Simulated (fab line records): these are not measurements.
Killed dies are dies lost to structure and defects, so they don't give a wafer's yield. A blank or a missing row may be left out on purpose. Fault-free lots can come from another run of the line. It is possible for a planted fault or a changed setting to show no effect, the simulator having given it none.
Struck lot and sound lot, side by side ; flow nand_harc ; 15 steps out of a route of 1159
Sound: wafers L871.4, L871.5, L871.6. Struck: wafers L880.1, L880.4, L880.6. The cause comes at the end.
Each step with rows lists, per side, the tool, then ch with its chambers, then its first start. Under that, the readings that differ: sound wafers ; struck wafers ; difference of the means ; sigmas: that difference in standard deviations of wafers without a fault.
alike: words and numbers the same on both sides, and readings whose means are apart by under 2 such deviations; not compared: readings that were withheld, readings missing a value for some wafer, numbers with overlapping values and no deviation given by the record, and bounds like >300 which may hide the same value.
The two part at a step that has a row with sigmas, a row that says differs or no value, or rows on one side only. Numbers that have no deviation but don't overlap get no sigmas and don't part them. Lack of a reading on every wafer of one side parts them only where that side has two or more wafers.

first, 2 steps without rows for these wafers: NHARC_A_CONTACT_PEB_67 (peb time 65 s); NHARC_A_CONTACT_DEVELOP_68 (develop time 35 s).
NHARC_A_CONTACT_CD_MEAS_69: the cd target is 200 nm.
  sound on cd_sem-01 ch 0, day 17 04:17; struck on cd_sem-01 ch 0, day 19 18:56
  alike: cd_nm
NHARC_A_CONTACT_OVL_MEAS_70:
  struck on overlay-01, day 19 19:01; sound on overlay-01, day 17 04:22
  alike: overlay_x_nm, overlay_y_nm
NHARC_A_CONTACT_INSPECT_71:
  struck on defect_inspect-01, day 19 19:04; sound on defect_inspect-02, day 17 04:24
  alike: raw_defect_count
then, 1 step without rows for these wafers: NHARC_A_CONTACT_DESCUM_74 (chemistry O2, time 3 s).
NHARC_A_CONTACT_ETCH_75: etches the open film in CF4, target depth 39 nm, time 65 s.
  sound on rie_diel-06 ch 2,3, day 17 04:33; struck on rie_diel-13 ch 0,3, day 19 19:12
  alike: bias_w, cf4_flow_sccm, drypump_motor_current_A, oes_product_au, rf_vpp_V, showerhead_plenum_p_Torr, throttle_valve_pct
  not compared: rf_hours_counter_h
then, 1 step without rows for these wafers: NHARC_A_CONTACT_ETCH_76 (etches the open film in N2/H2, target depth 260 nm, time 475.3 s).
NHARC_A_CONTACT_ETCH_77: etches the open film in CF4/CHF3, target depth 72.6 nm, time 36.3 s.
  sound: rie_diel-06 ch 0,1,3; struck: rie_diel-13 ch 1,2,3
  alike: bias_w, cf4_flow_sccm, drypump_motor_current_A, oes_product_au, rf_vpp_V, showerhead_plenum_p_Torr, throttle_valve_pct
  not compared: rf_hours_counter_h
then, 1 step without rows for these wafers: NHARC_A_CONTACT_ETCH_78 (etches the open film in O2/COS, target depth 2800 nm, time 728 s).
NHARC_A_CONTACT_ETCH_124: etches the open film in C4F8/O2/Ar, time 140 s, target depth 700 nm.
  sound on har_cap_etch-01 ch 0,1, day 17 05:39; struck on har_cap_etch-01 ch 0,1, day 19 20:17
  alike: chamber_pressure_mTorr, oes_air_line_au
  not compared: rf_hours_counter_h
NHARC_A_CONTACT_ETCH_125: etches the open film in C4F8/O2/Ar, time 155 s, target depth 956 nm.
  sound on har_cap_etch-01 ch 0,1, day 17 05:50; struck on har_cap_etch-01 ch 0,1, day 19 20:29
  alike: chamber_pressure_mTorr, oes_air_line_au
  not compared: rf_hours_counter_h
NHARC_A_CONTACT_ETCH_126: etches the open film in C4F8/O2/Ar, time 155 s, target depth 956 nm.
  sound on har_cap_etch-01 ch 0,1, day 17 05:58; struck on har_cap_etch-01 ch 0,1, day 19 20:38
  no value came back on the struck wafers for chamber_pressure_mTorr (mTorr), oes_air_line_au (a.u.); on the sound wafers chamber_pressure_mTorr (mTorr) reads 20.052 19.995 20.003
  not compared: rf_hours_counter_h
NHARC_A_CONTACT_ETCH_127: etches the open film in C4F8/O2/Ar, time 155 s, target depth 956 nm.
  sound on har_cap_etch-01 ch 0,1, day 17 06:07; struck on har_cap_etch-01 ch 0,1, day 19 20:46
  alike: chamber_pressure_mTorr, oes_air_line_au
  not compared: rf_hours_counter_h
-- the record jumps here: 3 days lie between the struck wafers' starts before and after (it left off in module A_CONTACT and takes up again in module END, whose first step shown is number 1159 of the route) --
NHARC_END_SORT_01:
  at this point the record logs the struck wafers (prober-02 ch 0, day 22 21:31) and has no rows for the sound ones

WHERE THEY PART
At NHARC_A_CONTACT_ETCH_126 first; at NHARC_END_SORT_01 last (within this record only).

WHY: what the simulator had put in
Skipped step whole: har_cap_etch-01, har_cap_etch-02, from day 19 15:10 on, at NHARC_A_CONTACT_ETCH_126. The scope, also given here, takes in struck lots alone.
